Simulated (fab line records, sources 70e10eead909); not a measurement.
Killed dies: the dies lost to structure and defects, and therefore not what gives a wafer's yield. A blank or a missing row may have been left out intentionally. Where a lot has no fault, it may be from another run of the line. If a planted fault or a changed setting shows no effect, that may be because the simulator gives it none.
Which of the tools did it? ; flow nand harc ; Sampling: 12 lots, 36 wafers, 4 of 1302 route steps

## WHAT EACH GAUGE READ, for each wafer
NHARC_A_CONTACT_CD_MEAS_69: the cd target is 300 nm.
lot;measured;on;cd nm (nm)
L076;day 22 13:49;cd sem-02;299.6 300.2 298.8
L077;day 23 04:36;cd sem-01;299.9 300.0 299.5
L078;day 23 12:41;cd sem-02;300.0 300.1 299.9
L082;day 25 01:28;cd sem-01;300.4 300.4 300.1
L081;day 25 19:37;cd sem-01;298.8 299.4 299.4
L085;day 26 11:53;cd sem-03;302.0 300.8 300.8
L087;day 27 13:19;cd sem-01;299.5 299.1 300.3
L090;day 28 16:49;cd sem-03;300.9 300.9 300.6
L092;day 29 16:17;cd sem-01;299.5 300.3 300.0
L094;day 30 00:28;cd sem-03;299.4 299.5 299.3
L095;day 30 17:37;cd sem-03;300.7 301.2 300.8
L097;day 32 04:55;cd sem-02;300.0 300.7 300.4

## EACH LOT AND THE TOOL THAT RAN IT (in order: tool; ch and the chambers of the sampled wafers; start)
lot;NHARC_A_CONTACT_ETCH_114;NHARC_A_CONTACT_ETCH_119;NHARC_A_CONTACT_DEP_58
L076;har cap etch-02 ch 0,1, day 22 06:08;har cap etch-02 ch 0,1, day 22 07:00;pecvd-01 ch 1,2, day 22 13:09
L077;har cap etch-02 ch 0,1, day 22 18:17;har cap etch-02 ch 0,1, day 22 19:26;pecvd-02 ch 0,2, day 23 03:53
L078;har cap etch-02 ch 0,1, day 23 02:26;har cap etch-02 ch 0,1, day 23 03:17;pecvd-01 ch 0,1, day 23 11:57
L082;har cap etch-02 ch 0,1, day 24 17:58;har cap etch-02 ch 0,1, day 24 18:49;pecvd-01 ch 0,2, day 25 00:55
L081;har cap etch-02 ch 0,1, day 25 11:16;har cap etch-02 ch 0,1, day 25 12:08;pecvd-01 ch 0,1,2, day 25 18:55
L085;har cap etch-02 ch 0,1, day 26 02:31;har cap etch-02 ch 0,1, day 26 03:22;pecvd-04 ch 0,1,2, day 26 11:10
L087;har cap etch-03 ch 0,1, day 27 05:18;har cap etch-03 ch 0,1, day 27 06:10;pecvd-02 ch 0,1, day 27 12:44
L090;har cap etch-02 ch 0,1, day 28 08:58;har cap etch-02 ch 0,1, day 28 10:06;pecvd-04 ch 0,2, day 28 16:13
L092;har cap etch-01 ch 0,1, day 29 04:58;har cap etch-01 ch 0,1, day 29 05:49;pecvd-04 ch 0,1,2, day 29 15:41
L094;har cap etch-01 ch 1, day 29 15:20;har cap etch-01 ch 1, day 29 16:28;pecvd-02 ch 1,2, day 29 23:46
L095;har cap etch-01 ch 0,1, day 30 09:46;har cap etch-01 ch 0,1, day 30 10:47;pecvd-02 ch 0,2, day 30 17:05
L097;har cap etch-03 ch 0,1, day 31 18:38;har cap etch-03 ch 0,1, day 31 19:46;pecvd-02 ch 0,1,2, day 32 04:13
- NHARC_A_CONTACT_ETCH_114: etches the open film in C4F8/O2/Ar, time 190 s, target depth 1850 nm.
- NHARC_A_CONTACT_ETCH_119: etches the open film in C4F8/O2/Ar, time 190 s, target depth 1850 nm.
- NHARC_A_CONTACT_DEP_58: deposits SiON, target thk 90 nm.

## THE ANSWER, worked out from the rows above alone
Rule: usual is defined by the lots themselves. Put in order of their means at a reading, lots are off if they are a third of the lots or fewer, leave a main group of 4 or more, and stand apart from it by a gap of 3 or more times the standard deviation of the main group's means; of several such gaps the widest counts. If all means in a main group match to the digits the tables above print for the reading, that group is not used. Also off: a lot with no number at a reading for which 4 or more lots have one. The other lots that the step has rows for count as sound.
None of the lots is off at any reading shown; this tells nothing.

## WHAT THE SIMULATOR HAD INSERTED
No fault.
